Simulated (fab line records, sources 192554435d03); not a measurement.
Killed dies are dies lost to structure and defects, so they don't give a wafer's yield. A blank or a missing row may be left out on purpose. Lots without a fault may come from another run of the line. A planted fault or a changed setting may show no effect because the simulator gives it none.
Chamber matching | flow n5_finfet | N5_SDB_ETCH_17 on rie_diel-06: 4 sister chambers
The step etches SiARC in CF4, target depth 23.4 nm, time 39 s. 14 wafers are shown with their chamber, then 7 later ones without.

WAFERS WITH THEIR CHAMBER
wafer  | chamber | drypump_motor_current_A (A) | showerhead_plenum_p_Torr (Torr) | throttle_valve_pct (%)
L077.2 | 0       | 6.1                         | 2.26                            | 15.00
L077.3 | 3       | 5.8                         | 2.26                            | 15.34
L077.6 | 1       | 6.1                         | 2.08                            | 15.51
L082.1 | 2       | 5.1                         | 2.18                            | 15.06
L082.3 | 0       | 6.2                         | 2.25                            | 15.02
L082.4 | 1       | 6.1                         | 2.08                            | 15.51
L083.4 | 1       | 6.1                         | 2.08                            | 15.52
L083.5 | 2       | 5.1                         | 2.18                            | 15.06
L083.6 | 0       | 6.1                         | 2.25                            | 15.04
L085.1 | 1       | 6.1                         | 2.07                            | 15.52
L085.3 | 0       | 6.1                         | 2.25                            | 15.05
L085.6 | 1       | 6.1                         | 2.07                            | 15.54
L094.2 | 3       | 5.8                         | 2.25                            | 15.40
L094.3 | 1       | 6.1                         | 2.07                            | 15.55

SIGNATURES (means of the wafers above)
reading                  | chamber 0 | chamber 1 | chamber 2 | chamber 3 | scatter within a chamber
drypump_motor_current_A  | 6.125     | 6.100     | 5.100     | 5.800     | 0.0274
showerhead_plenum_p_Torr | 2.2525    | 2.0750    | 2.1800    | 2.2550    | 0.00524
throttle_valve_pct       | 15.0275   | 15.5250   | 15.0600   | 15.3700   | 0.0215
Rule: a wafer's distance from a chamber is the root of the sum, over the readings, of the square of ((its reading less the chamber's mean) divided by the reading's scatter). The wafer belongs to the nearest chamber; if the next one is less than 2 further off, it can't be placed. The scatter: the root of (the sum of the squares of (reading less its chamber's mean) over the shown wafers, divided by (wafers less chambers)).

WAFERS WITHOUT THEIR CHAMBER
wafer  | drypump_motor_current_A (A) | showerhead_plenum_p_Torr (Torr) | throttle_valve_pct (%)
L094.5 | 6.1                         | 2.07                            | 15.58
L095.4 | 5.1                         | 2.17                            | 15.12
L095.5 | 5.8                         | 2.25                            | 15.39
L095.6 | 6.2                         | 2.24                            | 15.09
L096.2 | 5.8                         | 2.25                            | 15.40
L096.3 | 5.1                         | 2.17                            | 15.12
L096.6 | 5.7                         | 2.25                            | 15.39

WHICH CHAMBER EACH WENT THROUGH
wafer  | from the rows above | in truth
L094.5 | 1                   | 1
L095.4 | 2                   | 2
L095.5 | 3                   | 3
L095.6 | 0                   | 0
L096.2 | 3                   | 3
L096.3 | 2                   | 2
L096.6 | 3                   | 3
Placed correctly: 7 of 7. Can't be placed from these rows: 0. Placed wrongly: 0.
